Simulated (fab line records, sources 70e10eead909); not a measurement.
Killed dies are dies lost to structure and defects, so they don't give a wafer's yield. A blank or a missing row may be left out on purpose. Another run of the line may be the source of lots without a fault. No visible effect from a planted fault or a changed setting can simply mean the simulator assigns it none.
Which tool was responsible? -- flow nandHarc -- 24 lots with 72 wafers sampled at 6 steps, on a route of 1159 steps

WHAT EACH GAUGE READ, for each wafer
No reading from a measuring or inspecting step in the record can be judged against a usual standard deviation.

EACH LOT AND THE TOOL THAT RAN IT (in order: tool; ch and the chambers of the sampled wafers; start)
lot,NHARC_A_SLIT_ETCH_29,NHARC_A_SLIT_STRIP_18,NHARC_A_CONTACT_ETCH_112,NHARC_A_CONTACT_ETCH_119,NHARC_A_CONTACT_ETCH_121,NHARC_A_CONTACT_ETCH_124
L076,"rieDiel-09 ch 2,3, day 14 17:46","rieDiel-09 ch 1,2,3, day 16 12:46 or earlier","harCapEtch-02 ch 0,1, day 16 12:46","harCapEtch-02 ch 0,1, day 16 13:25","harCapEtch-02 ch 0,1, day 16 13:35","harCapEtch-03 ch 0,1, day 16 19:34"
L075,"rieDiel-09 ch 0,1,2, day 14 19:28","rieDiel-09 ch 1,2,3, day 16 12:08 or earlier","harCapEtch-01 ch 0,1, day 16 12:08","harCapEtch-01 ch 0,1, day 16 12:46","harCapEtch-01 ch 0,1, day 16 12:58","harCapEtch-02 ch 0,1, day 16 18:43"
L074,"rieDiel-09 ch 0,1, day 14 20:47","rieDiel-09 ch 0,1,2, day 16 16:16 or earlier","harCapEtch-01 ch 0,1, day 16 16:16","harCapEtch-01 ch 0,1, day 16 16:54","harCapEtch-01 ch 0,1, day 16 17:05","harCapEtch-01 ch 0,1, day 17 00:10"
L079,"rieDiel-13 ch 2,3, day 15 09:43","rieDiel-13 ch 1,2,3, day 17 01:22 or earlier","harCapEtch-02 ch 0,1, day 17 01:22","harCapEtch-02 ch 0,1, day 17 02:13","harCapEtch-02 ch 0,1, day 17 02:27","harCapEtch-03 ch 0, day 17 08:18"
L078,"rieDiel-09 ch 1,2,3, day 15 11:03","rieDiel-09 ch 0,2, day 17 03:37 or earlier","harCapEtch-03 ch 0,1, day 17 03:37","harCapEtch-03 ch 0,1, day 17 04:15","harCapEtch-03 ch 0,1, day 17 04:26","harCapEtch-01 ch 0,1, day 17 10:16"
L080,"rieDiel-13 ch 1,2, day 15 11:23","rieDiel-13 ch 1,2, day 17 06:02 or earlier","harCapEtch-01 ch 0,1, day 17 06:02","harCapEtch-01 ch 0,1, day 17 06:40","harCapEtch-01 ch 0,1, day 17 06:51","harCapEtch-03 ch 0,1, day 17 13:50"
L077,"rieDiel-06 ch 2,3, day 15 12:44","rieDiel-06 ch 1,2, day 17 13:32 or earlier","harCapEtch-02 ch 0,1, day 17 13:32","harCapEtch-02 ch 0,1, day 17 14:23","harCapEtch-02 ch 0,1, day 17 14:37","harCapEtch-03 ch 0,1, day 17 21:27"
L081,"rieDiel-13 ch 2,3, day 16 04:33","rieDiel-13 ch 0,1, day 18 00:01 or earlier","harCapEtch-02 ch 0,1, day 18 00:01","harCapEtch-02 ch 0,1, day 18 00:52","harCapEtch-02 ch 0,1, day 18 01:07","harCapEtch-01 ch 0,1, day 18 06:55"
L083,"rieDiel-09 ch 0,1,3, day 16 14:41","rieDiel-09 ch 1,2,3, day 18 12:22 or earlier","harCapEtch-02 ch 0,1, day 18 12:22","harCapEtch-02 ch 0,1, day 18 13:13","harCapEtch-02 ch 0,1, day 18 13:27","harCapEtch-02 ch 0,1, day 18 19:34"
L082,"rieDiel-06 ch 0,1,2, day 16 16:23","rieDiel-06 ch 0,1,2, day 18 12:27 or earlier","harCapEtch-03 ch 0, day 18 12:27","harCapEtch-03 ch 0, day 18 13:05","harCapEtch-03 ch 0, day 18 13:17","harCapEtch-03 ch 0,1, day 18 19:11"
L084,"rieDiel-09 ch 0,1,3, day 16 23:13","rieDiel-09 ch 0,1,2, day 18 21:35 or earlier","harCapEtch-01 ch 0,1, day 18 21:35","harCapEtch-01 ch 0,1, day 18 22:13","harCapEtch-01 ch 0,1, day 18 22:24","harCapEtch-01 ch 0,1, day 19 05:17"
L087,"rieDiel-13 ch 0,3, day 17 18:03","rieDiel-13 ch 1,2, day 19 21:26 or earlier","harCapEtch-03 ch 0,1, day 19 21:26","harCapEtch-03 ch 0,1, day 19 22:04","harCapEtch-03 ch 0,1, day 19 22:15","harCapEtch-03 ch 0,1, day 20 04:00"
L085,"rieDiel-13 ch 0,1,2, day 17 19:44","rieDiel-13 ch 1,2, day 19 16:23 or earlier","harCapEtch-01 ch 0,1, day 19 16:23","harCapEtch-01 ch 0,1, day 19 17:02","harCapEtch-01 ch 0,1, day 19 17:13","harCapEtch-01 ch 0,1, day 19 23:04"
L086,"rieDiel-13 ch 1,2,3, day 17 21:23","rieDiel-13 ch 0,1,3, day 19 15:29 or earlier","harCapEtch-02 ch 0,1, day 19 15:29","harCapEtch-02 ch 0,1, day 19 16:20","harCapEtch-02 ch 0,1, day 19 16:35","harCapEtch-02 ch 1, day 19 22:44"
L089,"rieDiel-09 ch 1,2,3, day 18 07:25","rieDiel-09 ch 0,2,3, day 20 10:46 or earlier","harCapEtch-02 ch 0,1, day 20 10:46","harCapEtch-02 ch 0,1, day 20 11:55","harCapEtch-02 ch 0,1, day 20 12:14","harCapEtch-03 ch 0, day 20 19:33"
L088,"rieDiel-06 ch 2,3, day 18 09:05","rieDiel-06 ch 2,3, day 20 12:52 or earlier","harCapEtch-01 ch 1, day 20 12:52","harCapEtch-01 ch 1, day 20 13:31","harCapEtch-01 ch 1, day 20 13:41","harCapEtch-01 ch 0,1, day 20 20:29"
L091,"rieDiel-09 ch 1,2,3, day 18 11:14","rieDiel-09 ch 0,2,3, day 20 04:46 or earlier","harCapEtch-01 ch 0,1, day 20 04:46","harCapEtch-01 ch 0,1, day 20 05:24","harCapEtch-01 ch 0,1, day 20 05:35","harCapEtch-02 ch 0,1, day 20 13:59"
L090,"rieDiel-09 ch 2,3, day 18 14:22","rieDiel-09 ch 1,2, day 20 07:28 or earlier","harCapEtch-01 ch 0,1, day 20 07:28","harCapEtch-01 ch 0,1, day 20 08:06","harCapEtch-01 ch 0,1, day 20 08:17","harCapEtch-01 ch 0,1, day 20 17:06"
L092,"rieDiel-09 ch 0,2, day 18 16:19","rieDiel-09 ch 1,3, day 20 19:28 or earlier","harCapEtch-02 ch 0, day 20 19:28","harCapEtch-02 ch 0, day 20 20:36","harCapEtch-02 ch 0, day 20 20:56","harCapEtch-02 ch 0,1, day 21 08:22"
L093,"rieDiel-13 ch 0,2, day 18 16:35","rieDiel-13 ch 0,1, day 20 15:50 or earlier","harCapEtch-03 ch 0,1, day 20 15:50","harCapEtch-03 ch 0,1, day 20 16:28","harCapEtch-03 ch 0,1, day 20 16:38","harCapEtch-03 ch 0,1, day 21 01:21"
L094,"rieDiel-06 ch 0,1, day 19 05:05","rieDiel-06 ch 1,3, day 20 21:49 or earlier","harCapEtch-03 ch 0,1, day 20 21:49","harCapEtch-03 ch 0,1, day 20 22:28","harCapEtch-03 ch 0,1, day 20 22:38","harCapEtch-01 ch 0, day 21 10:37"
L095,"rieDiel-13 ch 0,2,3, day 19 05:43","rieDiel-13 ch 0,1, day 21 05:10 or earlier","harCapEtch-01 ch 0,1, day 21 05:10","harCapEtch-01 ch 0,1, day 21 05:48","harCapEtch-01 ch 0,1, day 21 05:59","harCapEtch-01 ch 0,1, day 21 16:02"
L096,"rieDiel-06 ch 0,1,3, day 19 06:44","rieDiel-06 ch 0,1,2, day 20 22:32 or earlier","harCapEtch-02 ch 0,1, day 20 22:32","harCapEtch-02 ch 0,1, day 20 23:40","harCapEtch-02 ch 0,1, day 20 23:59","harCapEtch-02 ch 0,1, day 21 12:06"
L097,"rieDiel-13 ch 1,2, day 20 14:29","rieDiel-13 ch 1,2, day 22 07:32 or earlier","harCapEtch-03 ch 0, day 22 07:32","harCapEtch-03 ch 0, day 22 08:10","harCapEtch-03 ch 0, day 22 08:21","harCapEtch-02 ch 0,1, day 22 13:59"
- NHARC_A_SLIT_ETCH_29: etches the open film in CF4/O2, target depth 100 nm, overetch 10 nm, time 55 s.
- NHARC_A_SLIT_STRIP_18: strips in O2.
- NHARC_A_CONTACT_ETCH_112: etches the open film in C4F8/O2/Ar, time 94 s, target depth 922 nm.
- NHARC_A_CONTACT_ETCH_119: etches the open film in C4F8/O2/Ar, time 94 s, target depth 922 nm.
- NHARC_A_CONTACT_ETCH_121: etches the open film in C4F8/O2/Ar, time 94 s, target depth 922 nm.
- NHARC_A_CONTACT_ETCH_124: etches the open film in C4F8/O2/Ar, time 140 s, target depth 700 nm.

WHAT THE TOOLS THEMSELVES READ (means of the sampled wafers that have a number; where no wafer has one, the mark that the record gives instead)
NHARC_A_SLIT_ETCH_29.
lot,tool,drypumpMotorCurrentA (A),oes_o_777_au (a.u.),oesProductAu (a.u.),rfVppV (V),showerheadPlenumPTorr (Torr),throttleValvePct (%)
L076,rieDiel-09,5.2,0.999,0.998,197.0,1.31,13.406
L075,rieDiel-09,5.4,1.001,1.010,197.7,1.33,13.392
L074,rieDiel-09,5.3,0.998,1.010,198.9,1.38,13.400
L079,rieDiel-13,6.0,0.998,0.998,198.1,1.38,13.397
L078,rieDiel-09,5.3,0.996,1.003,197.2,1.31,13.398
L080,rieDiel-13,6.3,1.003,0.999,199.1,1.38,13.397
L077,rieDiel-06,5.4,0.997,0.990,199.3,1.41,13.401
L081,rieDiel-13,5.6,1.000,1.002,198.5,1.39,13.403
L083,rieDiel-09,5.2,1.003,1.005,198.0,1.35,13.394
L082,rieDiel-06,5.9,0.999,0.985,199.2,1.40,13.401
L084,rieDiel-09,5.2,0.992,0.999,198.8,1.36,13.398
L087,rieDiel-13,5.9,0.999,1.003,198.2,1.35,13.391
L085,rieDiel-13,5.6,0.999,1.000,198.0,1.35,13.402
L086,rieDiel-13,6.2,0.998,1.005,198.8,1.38,13.405
L089,rieDiel-09,5.3,0.998,1.005,198.0,1.31,13.390
L088,rieDiel-06,5.4,0.999,0.987,199.1,1.40,13.394
L091,rieDiel-09,5.3,0.996,1.000,196.8,1.31,13.402
L090,rieDiel-09,5.2,1.001,1.001,197.0,1.30,13.392
L092,rieDiel-09,5.2,1.002,0.998,199.2,1.37,13.402
L093,rieDiel-13,5.1,0.998,0.999,197.3,1.35,13.392
L094,rieDiel-06,6.0,1.001,0.989,199.7,1.39,13.388
L095,rieDiel-13,5.5,0.998,1.006,197.5,1.35,13.399
L096,rieDiel-06,5.7,0.998,0.994,198.5,1.37,13.400
L097,rieDiel-13,5.7,1.000,1.005,197.3,1.39,13.396

NHARC_A_SLIT_STRIP_18.
lot,tool,drypumpMotorCurrentA (A),oesProductAu (a.u.),rfVppV (V),showerheadPlenumPTorr (Torr),throttleValvePct (%)
L076,rieDiel-09,5.3,1.001,56.8,3.47,17.037
L075,rieDiel-09,5.3,0.996,57.7,3.47,17.041
L074,rieDiel-09,5.4,1.004,57.6,3.52,17.031
L079,rieDiel-13,6.2,1.004,57.7,3.66,17.039
L078,rieDiel-09,5.2,0.995,57.6,3.63,17.042
L080,rieDiel-13,5.7,1.001,57.4,3.67,17.048
L077,rieDiel-06,5.8,0.990,57.3,3.74,17.027
L081,rieDiel-13,6.1,0.999,57.1,3.56,17.032
L083,rieDiel-09,5.3,0.997,57.3,3.47,17.040
L082,rieDiel-06,5.9,0.997,57.4,3.70,17.035
L084,rieDiel-09,5.4,1.005,58.4,3.52,17.032
L087,rieDiel-13,6.3,1.001,57.3,3.65,17.029
L085,rieDiel-13,6.3,1.003,57.6,3.65,17.039
L086,rieDiel-13,6.0,1.002,57.0,3.56,17.038
L089,rieDiel-09,5.1,0.991,58.3,3.57,17.044
L088,rieDiel-06,5.2,1.001,57.2,3.63,17.039
L091,rieDiel-09,5.1,0.999,57.3,3.57,17.039
L090,rieDiel-09,5.7,1.007,57.9,3.41,17.039
L092,rieDiel-09,5.0,0.994,57.7,3.53,17.027
L093,rieDiel-13,5.5,0.993,57.5,3.48,17.038
L094,rieDiel-06,5.4,1.003,56.8,3.60,17.046
L095,rieDiel-13,5.5,0.994,58.1,3.48,17.035
L096,rieDiel-06,5.9,0.997,58.4,3.70,17.034
L097,rieDiel-13,5.7,1.004,58.1,3.66,17.039

THE ANSWER, worked out from the rows above alone
Rule: what is usual is taken from the lots themselves. Put in order of their means at a reading, lots are off if they are a third of the lots or fewer, leave a main group of 4 or more, and stand apart from it by a gap of 3 or more times the standard deviation of the main group's means; of several such gaps the widest counts. A main group is skipped when, at the precision printed for the reading in the tables above, its means are all equal. Also off: a lot with no number at a reading for which 4 or more lots have one. Any other lot the step has rows for is counted as sound. First the gauges in route order, then the tools' own readings, where a lot's mean is used as printed above. At the first step where some lot is off, the reading lying furthest off is the one used; lots without a number count as furthest.
No lot is off on any of the readings shown, so nothing can be concluded from this.

WHAT THE SIMULATOR HAD PUT IN
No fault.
